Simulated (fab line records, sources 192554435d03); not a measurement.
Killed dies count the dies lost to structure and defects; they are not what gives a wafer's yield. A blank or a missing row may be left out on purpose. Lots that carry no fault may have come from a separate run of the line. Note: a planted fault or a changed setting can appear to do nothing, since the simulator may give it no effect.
fab line records + flow n5Finfet
record
- lots=11
- wafers=29
- lastDay=19
route steps=1938 shown BEOL_M6@1228 BEOL_M7@1265 PASSIVATION@1936
lots that met no fault: from a run of the same line without faults
startH: hours from the record's first day to the start of the lot's first wafer shown + waitH: time in hours since the lot's previous step + " identical to the entry in the row above + L1.1+2: several wafers, shown together as one row + - no value, or no start was given + * or withheld: withheld + < > ~ a bound
route shown NAME@n: NAME is a module with steps in the file, n the number in the route of the first one + usual: mean/standard deviation of fault-free wafers + same: alike in all rows + chamber/n: place in a boat + sites: the reading at each site + _std_site: their standard deviation + _edge_site: the outer-site mean with the inner-site mean subtracted + radiusMm: how far each site lies from the wafer's centre + mask NAME#n: copy n + behind: the last tool/chamber to shape the wafer + hold: what put the lot on hold/how long, in hours/how the hold closed + device: names the non-switching transistor (n, p or np) + end of line: the tests these same wafers got at the end of their route + where a step has no rows: the recipe by itself + killed: the dies lost at the first sort to structure and to defects; this is not the yield of the wafer + map: shows each die of a wafer: x if killed, . if not, _ if none is there
set.NAME: the setting the step ran with; set.NAME@STEP: the setting that earlier step ran with + model.NAME: the simulator's own value behind a step, which no gauge read
one table for each step of the route and one row for each wafer, over a sample of lots
services: a tool's chamber out of use, with start hour (startH, from the record's first day; less than 0 if before it), hours out, and reason
## steps
# step N5_BEOL_M6_OVL_MEAS_29
# recipe
- pointsPerWafer=522
# usual
- V5_OVL=-0.5/0.91
# same
- pointsPerWafer=522
| lot.wafer | tool       | chamber | startH | waitH | V5_OVL[nm] |
|-----------|------------|---------|--------|-------|------------|
| L322.2    | overlay-02 | 0       | 197.34 | 0.0   | 1.0        |
| L322.3    | "          | 0       | "      | "     | -1.7       |
| L322.5    | "          | 0       | "      | "     | -1.4       |
| L323.3    | overlay-01 | 0       | 201.85 | 0.0   | -1.7       |
| L323.4    | "          | 0       | "      | "     | -2.8       |
| L325.1    | overlay-01 | 0       | 246.81 | 0.0   | 0.0        |
| L325.5    | "          | 0       | "      | "     | 0.6        |
| L329.1    | overlay-01 | 0       | 266.13 | 0.0   | 0.9        |
| L329.2    | "          | 0       | "      | "     | -0.4       |
| L329.4    | "          | 0       | "      | "     | -0.8       |
| L330.1    | overlay-02 | 0       | 278.46 | 0.0   | -2.4       |
| L330.2    | "          | 0       | "      | "     | -1.8       |
| L330.5    | "          | 0       | "      | "     | -2.6       |
| L335.1    | overlay-02 | 0       | 299.54 | 0.0   | 0.2        |
| L335.5    | "          | 0       | "      | "     | 0.2        |
| L338.1    | overlay-01 | 0       | 338.92 | 0.0   | -1.1       |
| L338.2    | "          | 0       | "      | "     | 0.0        |
| L338.4    | "          | 0       | "      | "     | -0.7       |
| L342.1    | overlay-01 | 0       | 343.39 | 0.0   | -1.6       |
| L342.2    | "          | 0       | "      | "     | 0.1        |
| L342.5    | "          | 0       | "      | "     | -1.1       |
| L343.1    | overlay-01 | 0       | 350.91 | 0.0   | 0.6        |
| L343.5    | "          | 0       | "      | "     | -0.5       |
| L343.6    | "          | 0       | "      | "     | -1.2       |
| L344.3    | overlay-01 | 0       | 365.20 | 0.0   | 0.0        |
| L344.5    | "          | 0       | "      | "     | 0.5        |
| L344.6    | "          | 0       | "      | "     | -1.4       |
| L345.1    | overlay-02 | 0       | 368.84 | 0.0   | -1.3       |
| L345.4    | "          | 0       | "      | "     | -0.6       |
# step N5_BEOL_M6_DESCUM_33
# recipe
- chemistry=O2
- timeS=7
- sourcePowerW=50
- biasPowerW=20
- pressureMtorr=20
- rfFrequencyHz=2.712e+07
- tempC=40
- resist=CAR-EUV
- o2FlowSccm=225
# usual
- drypumpMotorCurrentA=5.6/0.46
- oesProductAu=0.82/0.092
- rfFwdPowerW=49.48/0.19
- rfVppV=243.4/1.2
- showerheadPlenumPTorr=2.11/0.069
- throttleValvePct=20.42/0.25
| lot.wafer | tool       | chamber | startH | waitH | drypumpMotorCurrentA | oesProductAu | rfFwdPowerW | rfHoursCounterH | rfVppV | showerheadPlenumPTorr | throttleValvePct |
|-----------|------------|---------|--------|-------|----------------------|--------------|-------------|-----------------|--------|-----------------------|------------------|
| L322.2    | rieDiel-04 | 2       | 197.42 | 0.0   | 6.2                  | 0.96         | 49.36       | 10              | 246.7  | 2.24                  | 20.27            |
| L322.3    | "          | 1       | "      | "     | 5.7                  | 0.76         | 49.65       | 185             | 241.6  | 2.06                  | 20.40            |
| L322.5    | "          | 0       | "      | "     | 5.8                  | 0.69         | 49.82       | -               | 244.1  | 2.17                  | 20.40            |
| L323.3    | rieDiel-02 | 3       | 201.95 | 0.1   | 5.7                  | 0.92         | 49.17       | 16              | 243.7  | 2.08                  | 20.34            |
| L323.4    | "          | 3       | "      | "     | 5.7                  | 0.91         | 49.28       | -               | 242.6  | 2.08                  | 20.36            |
| L325.1    | rieDiel-03 | 0       | 246.90 | 0.0   | 5.0                  | 0.80         | 49.72       | 64              | 243.3  | 2.11                  | 20.36            |
| L325.5    | "          | 0       | "      | "     | 5.0                  | 0.80         | 49.46       | -               | 243.0  | 2.11                  | 20.36            |
| L329.1    | rieDiel-02 | 1       | 266.22 | 0.0   | 5.5                  | 0.94         | 49.26       | 18              | 242.9  | 2.06                  | 20.52            |
| L329.2    | "          | 2       | "      | "     | 5.3                  | 0.73         | 49.65       | 154             | 245.5  | 2.21                  | 20.50            |
| L329.4    | "          | 3       | "      | "     | 5.7                  | 0.87         | 49.21       | 38              | 241.8  | 2.07                  | 20.38            |
| L330.1    | rieDiel-03 | 3       | 278.56 | 0.0   | 4.9                  | 0.88         | 49.33       | 43              | 244.4  | 2.20                  | 20.06            |
| L330.2    | "          | 0       | "      | "     | 5.0                  | 0.80         | 49.36       | 75              | 244.2  | 2.11                  | 20.38            |
| L330.5    | "          | 0       | "      | "     | 5.0                  | 0.79         | 49.50       | -               | 243.6  | 2.11                  | 20.37            |
| L335.1    | rieDiel-03 | 0       | 299.70 | 0.1   | 5.0                  | 0.79         | 49.21       | 83              | 242.0  | 2.10                  | 20.38            |
| L335.5    | "          | 3       | "      | "     | 4.9                  | 0.88         | 49.41       | -               | 245.8  | 2.20                  | 20.10            |
| L338.1    | rieDiel-04 | 0       | 339.08 | 0.1   | 5.8                  | 0.98         | 49.37       | 5               | 243.8  | 2.15                  | 20.09            |
| L338.2    | "          | 3       | "      | "     | 6.0                  | 0.84         | 49.74       | 73              | 243.6  | 2.12                  | 20.52            |
| L338.4    | "          | 2       | "      | "     | 6.2                  | 0.86         | 49.04       | 55              | 245.5  | 2.22                  | 20.34            |
| L342.1    | rieDiel-03 | 0       | 345.19 | 1.7   | 5.0                  | 0.78         | 49.29       | 95              | 244.4  | 2.10                  | 20.40            |
| L342.2    | "          | 3       | "      | "     | 4.8                  | 0.85         | 49.44       | 63              | 244.0  | 2.19                  | 20.11            |
| L342.5    | "          | 0       | "      | "     | 5.0                  | 0.78         | 49.28       | -               | 243.8  | 2.10                  | 20.40            |
| L343.1    | rieDiel-02 | 1       | 351.27 | 0.3   | 5.5                  | 0.89         | 49.22       | 48              | 242.8  | 2.05                  | 20.56            |
| L343.5    | "          | 2       | "      | "     | 5.2                  | 0.71         | 49.50       | -               | 244.7  | 2.20                  | 20.52            |
| L343.6    | "          | 1       | "      | "     | 5.5                  | 0.90         | 49.44       | -               | 242.3  | 2.05                  | 20.57            |
| L344.3    | rieDiel-04 | 0       | 365.68 | 0.4   | 5.8                  | 0.96         | 49.90       | 15              | 242.5  | 2.15                  | 20.09            |
| L344.5    | "          | 3       | "      | "     | 6.0                  | 0.83         | 49.61       | -               | 244.1  | 2.12                  | 20.54            |
| L344.6    | "          | 0       | "      | "     | 5.8                  | 0.95         | 49.64       | -               | 245.1  | 2.15                  | 20.09            |
| L345.1    | rieDiel-04 | 0       | 369.31 | 0.4   | 5.8                  | 0.93         | 49.81       | 17              | 243.0  | 2.15                  | 20.09            |
| L345.4    | "          | 1       | "      | "     | 5.7                  | 0.71         | 49.89       | 246             | 241.9  | 2.03                  | 20.47            |
# step N5_BEOL_M6_ALD_77
# recipe
- material=TaN
- targetThkA=20
- tempC=275
- aldPrecursorFamily=PDMAT
- aldCoReactant=NH3
- pressureTorr=3
- carrierFlowSccm=1500
- pulseTimeS=2
- purgeTimeS=3
- coReactantPurgeTimeS=2
- coReactantPulseTimeS=3
- aldCycles=40
- precursorVesselTempC=75
- precursorVesselPressureTorr=26.25
- precursorVesselCarrierSccm=1000
# usual
- coReactantPulseTimeS=3/0
- heaterPowerW=407/27
- precursorVesselTempC=74.98/0.12
# same
- pulseTimeS=2
| lot.wafer | tool        | chamber | startH | waitH | coReactantPulseTimeS | heaterPowerW | precursorVesselTempC |
|-----------|-------------|---------|--------|-------|----------------------|--------------|----------------------|
| L322.2    | aldMetal-02 | 3       | 198.60 | 0.0   | 3                    | 381          | 75.15                |
| L322.3    | "           | 1       | "      | "     | 3                    | 364          | 75.08                |
| L322.5    | "           | 3       | "      | "     | 3                    | 380          | 75.04                |
| L323.3    | aldMetal-02 | 0       | 203.00 | 0.0   | 3                    | 404          | 75.02                |
| L323.4    | "           | 1       | "      | "     | 3                    | 366          | 74.83                |
| L325.1    | aldMetal-01 | 0       | 248.40 | 0.1   | 3                    | 444          | 75.07                |
| L325.5    | "           | 3       | "      | "     | 3                    | 404          | 74.75                |
| L329.1    | aldMetal-04 | 3       | 267.61 | 0.0   | 3.2154               | 440          | 74.95                |
| L329.2    | "           | 0       | "      | "     | 3                    | 418          | 75.08                |
| L329.4    | "           | 2       | "      | "     | 3.2154               | 407          | 75.11                |
| L330.1    | aldMetal-04 | 0       | 280.11 | 0.0   | 3.2154               | 409          | 74.80                |
| L330.2    | "           | 1       | "      | "     | 3                    | 353          | 74.84                |
| L330.5    | "           | 2       | "      | "     | 3.2154               | 414          | 74.98                |
| L335.1    | aldMetal-02 | 1       | 300.85 | 0.1   | 3                    | 369          | 74.76                |
| L335.5    | "           | 3       | "      | "     | 3                    | 388          | 75.06                |
| L338.1    | aldMetal-01 | 0       | 340.45 | 0.2   | 3                    | 434          | 74.90                |
| L338.2    | "           | 3       | "      | "     | 3                    | 408          | 74.88                |
| L338.4    | "           | 2       | "      | "     | 3                    | 455          | 74.91                |
| L342.1    | aldMetal-01 | 1       | 347.33 | 0.0   | 3                    | 456          | 75.08                |
| L342.2    | "           | 3       | "      | "     | 3                    | 402          | 75.07                |
| L342.5    | "           | 3       | "      | "     | 3                    | 399          | 75.10                |
| L343.1    | aldMetal-02 | 0       | 352.92 | 0.0   | 3                    | 393          | 75.00                |
| L343.5    | "           | 3       | "      | "     | 3                    | 399          | 74.91                |
| L343.6    | "           | 0       | "      | "     | 3                    | 394          | 75.01                |
| L344.3    | aldMetal-02 | 2       | 369.03 | 0.1   | 3                    | 398          | 74.81                |
| L344.5    | "           | 2       | "      | "     | 3                    | 403          | 74.96                |
| L344.6    | "           | 0       | "      | "     | 3                    | 392          | 75.04                |
| L345.1    | aldMetal-04 | 1       | 370.97 | 0.2   | 3                    | 357          | 74.88                |
| L345.4    | "           | 0       | "      | "     | 3                    | 399          | 74.84                |
# step N5_BEOL_M7_THK_MEAS_01
# recipe
- reads=SiCOH_lowk_of_BEOL_M7_ILD_DEP_00
# usual
- M7_ILD_THK=155.4/2.7
| lot.wafer | tool         | chamber | startH | waitH | M7_ILD_THK[nm] |
|-----------|--------------|---------|--------|-------|----------------|
| L322.2    | filmMetro-02 | -       | 200.84 | 0.4   | 151.9          |
| L322.3    | "            | -       | "      | "     | 159.2          |
| L322.5    | "            | -       | "      | "     | 159.5          |
| L323.3    | filmMetro-02 | -       | 205.40 | 0.3   | 159.5          |
| L323.4    | "            | -       | "      | "     | 153.8          |
| L325.1    | filmMetro-02 | -       | 253.11 | 0.4   | 150.7          |
| L325.5    | "            | -       | "      | "     | 153.7          |
| L329.1    | filmMetro-01 | -       | 270.01 | 0.4   | 154.3          |
| L329.2    | "            | -       | "      | "     | 153.6          |
| L329.4    | "            | -       | "      | "     | 157.0          |
| L330.1    | filmMetro-02 | -       | 282.25 | 0.4   | 157.1          |
| L330.2    | "            | -       | "      | "     | 148.7          |
| L330.5    | "            | -       | "      | "     | 153.3          |
| L335.1    | filmMetro-02 | -       | 304.90 | 0.4   | 151.9          |
| L335.5    | "            | -       | "      | "     | 153.4          |
| L338.1    | filmMetro-02 | -       | 342.85 | 0.4   | 151.4          |
| L338.2    | "            | -       | "      | "     | 153.4          |
| L338.4    | "            | -       | "      | "     | 154.7          |
| L342.1    | filmMetro-01 | -       | 349.81 | 0.4   | 153.3          |
| L342.2    | "            | -       | "      | "     | 158.0          |
| L342.5    | "            | -       | "      | "     | 159.9          |
| L343.1    | filmMetro-02 | -       | 356.50 | 0.4   | 154.4          |
| L343.5    | "            | -       | "      | "     | 160.9          |
| L343.6    | "            | -       | "      | "     | 157.8          |
| L344.3    | filmMetro-02 | -       | 371.27 | 0.3   | 153.5          |
| L344.5    | "            | -       | "      | "     | 159.2          |
| L344.6    | "            | -       | "      | "     | 156.0          |
| L345.1    | filmMetro-02 | -       | 373.52 | 0.4   | 153.8          |
| L345.4    | "            | -       | "      | "     | 155.8          |
# step N5_PASSIVATION_PROBE_49
# usual
- defectLimitedYield=91.2/1.4
- killed_at_M0_to_M3=34/9.3
- killed_at_M4_up=14/5.9
- killedAtContacts=14/5.7
- killedAtFrontEnd=38/10
- killedAtOther=4/3.2
- killedDies=104/17
- killedOnRim=14/4
- killedOpen=67/13
- killedShort=33/6.9
- sort_bin_5_function=5.2/1
- sort_bin_6_memory=3.3/0.61
- sort_bin_8_speed=0.3/1.8
- sortNPass=1069/52
- sortYieldPct=91/4.4
# same
- grossDies=1180
- killedAtBackSide=0
- sort_bin_4_leakage[%]=0
| lot.wafer | tool      | chamber | startH | waitH | defectLimitedYield[%] | killed_at_M0_to_M3 | killed_at_M4_up | killedAtContacts | killedAtFrontEnd | killedAtOther | killedDies | killedOnRim | killedOpen | killedShort | sort_bin_5_function[%] | sort_bin_6_memory[%] | sort_bin_8_speed[%] | sortNPass | sortYieldPct[%] |
|-----------|-----------|---------|--------|-------|-----------------------|--------------------|-----------------|------------------|------------------|---------------|------------|-------------|------------|-------------|------------------------|----------------------|---------------------|-----------|-----------------|
| L329.1    | prober-01 | -       | 354.91 | 0.0   | 92.5                  | 25                 | 22              | 12               | 30               | 0             | 89         | 14          | 58         | 29          | 4.0                    | 3.3                  | 0                   | 1091      | 92              |
| L329.2    | prober-01 | -       | 354.96 | 0.1   | 91.4                  | 35                 | 16              | 13               | 37               | 1             | 102        | 15          | 66         | 33          | 4.4                    | 3.7                  | 0                   | 1078      | 91              |
| L329.4    | prober-01 | -       | 355.06 | 0.2   | 93.1                  | 20                 | 19              | 23               | 18               | 1             | 81         | 10          | 52         | 28          | 4.1                    | 2.5                  | 0                   | 1099      | 93              |
| L330.1    | prober-01 | -       | 371.95 | 0.0   | 90.5                  | 42                 | 24              | 3                | 43               | 0             | 112        | 19          | 79         | 31          | 5.4                    | 3.6                  | 0.1                 | 1067      | 90              |
| L330.2    | prober-01 | -       | 372.00 | 0.1   | 91.4                  | 35                 | 8               | 5                | 50               | 4             | 102        | 12          | 65         | 34          | 4.7                    | 3.7                  | 0                   | 1078      | 91              |
| L330.5    | prober-01 | -       | 372.15 | 0.2   | 90.9                  | 36                 | 11              | 7                | 51               | 2             | 107        | 13          | 62         | 40          | 4.7                    | 4.0                  | 0                   | 1073      | 91              |
# killed by level:class
L329.1 MOL_CONTACT_COAG:geometricParticle:open=10 BEOL_M4:geometricParticle:open=9 FIN_SAQP:geometricParticle:open=8 BEOL_M0_SAQP:geometricParticle:open=7 DUMMY_GATE:geometricParticle:open=5 BEOL_M0_SAQP:geometricParticle:short=5 STARTING-WAFER:geometricParticle:short=5 FIN_CUT:geometricParticle:open=3
L329.2 MOL_CONTACT_COAG:geometricParticle:open=11 BEOL_M2:geometricParticle:open=10 BEOL_M1:geometricParticle:open=9 FIN_SAQP:geometricParticle:open=7 FIN_SAQP:geometricParticle:short=6 BEOL_M4:geometricParticle:open=5 STI_FIN_REVEAL:geometricParticle:open=4 BEOL_M0_SAQP:geometricParticle:short=4
L329.4 MOL_CONTACT_COAG:geometricParticle:open=22 BEOL_M0_SAQP:geometricParticle:short=10 BEOL_M4:geometricParticle:open=7 BEOL_M4:geometricParticle:short=4 FIN_SAQP:geometricParticle:open=3 DUMMY_GATE:geometricParticle:open=3 STARTING-WAFER:geometricParticle:open=3 BEOL_M8:geometricParticle:open=3
L330.1 BEOL_M4:geometricParticle:open=10 BEOL_M0_SAQP:geometricParticle:open=9 BEOL_M2:geometricParticle:open=9 STI_FIN_REVEAL:geometricParticle:open=8 FIN_SAQP:geometricParticle:open=7 BEOL_M0_SAQP:geometricParticle:short=7 BEOL_M1:geometricParticle:open=6 DUMMY_GATE:geometricParticle:open=5
L330.2 FIN_SAQP:geometricParticle:open=18 BEOL_M2:geometricParticle:open=11 FIN_SAQP:geometricParticle:short=7 DUMMY_GATE:geometricParticle:open=7 BEOL_M0_SAQP:geometricParticle:open=5 BEOL_M1:geometricParticle:open=5 BEOL_M0_SAQP:geometricParticle:short=4 GATE_CUT:geometricParticle:short=4
L330.5 BEOL_M0_SAQP:geometricParticle:open=12 FIN_SAQP:geometricParticle:short=10 FIN_SAQP:geometricParticle:open=9 DUMMY_GATE:geometricParticle:open=8 BEOL_M3:geometricParticle:open=6 STI_FIN_REVEAL:geometricParticle:open=5 GATE_CUT:geometricParticle:short=5 MOL_CONTACT_COAG:geometricParticle:open=5
## services
| tool        | chamber | startH | hours | kind                        |
|-------------|---------|--------|-------|-----------------------------|
| aldMetal-04 | -       | 189.13 | 6.0   | pm                          |
| rieDiel-03  | 0       | 201.11 | 2.7   | repair                      |
| aldMetal-01 | -       | 209.19 | 8.7   | pm                          |
| aldMetal-02 | -       | 243.96 | 2.8   | pm                          |
| rieDiel-04  | 2       | 244.17 | 16.4  | repair                      |
| aldMetal-01 | -       | 249.05 | 6.0   | pm                          |
| aldMetal-02 | 2       | 251.30 | 1.7   | repair                      |
| aldMetal-01 | 2       | 260.46 | 27.8  | repair                      |
| aldMetal-01 | 3       | 266.27 | 24.0  | repair                      |
| rieDiel-02  | 1       | 286.15 | 11.8  | repair                      |
| aldMetal-04 | 1       | 297.45 | 3.5   | repair                      |
| rieDiel-04  | 0       | 302.78 | -     | clean                       |
| rieDiel-04  | 0       | 302.78 | -     | consumableReplace:focusRing |
| rieDiel-02  | 3       | 333.88 | 28.2  | repair                      |
| aldMetal-02 | -       | 337.39 | 14.0  | pm                          |
| aldMetal-02 | 0       | 337.39 | 14.0  | ventCycle                   |
| aldMetal-02 | 1       | 337.39 | 39.0  | ventCycle                   |
| aldMetal-02 | 2       | 337.39 | 14.0  | ventCycle                   |
| aldMetal-02 | 3       | 337.39 | 14.0  | ventCycle                   |
| aldMetal-01 | 3       | 342.40 | 1.5   | repair                      |
| aldMetal-02 | 0       | 351.39 | -     | clean                       |
| aldMetal-02 | 2       | 351.39 | -     | clean                       |
| aldMetal-02 | 3       | 351.39 | -     | clean                       |
| rieDiel-03  | 1       | 359.08 | 5.1   | repair                      |
## key
firstSign
- step=N5_BEOL_M6_ALD_77
- reading=coReactantPulseTimeS
- direction=up
- sigmas=99+
- usual=*
- struck=*
effect none on later readings
metAt N5_BEOL_M6_ALD_77
struckLots L329,L330
struckWafers L329.1,L329.4,L330.1,L330.5
notActingAt N5_BEOL_M6_OVL_MEAS_29,N5_BEOL_M6_DESCUM_33,N5_BEOL_M7_THK_MEAS_01
fault
- kind=processParameterDrift
- tool=aldMetal-04
- chamber=-
- onsetH=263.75
- steps=N5_BEOL_M6_ALD_77
- channel=coReactantPulseTimeS
- offset=*
- shape=step
- endH=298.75
- scope=struckWafersOnly
- actsIn=*
- stated=*
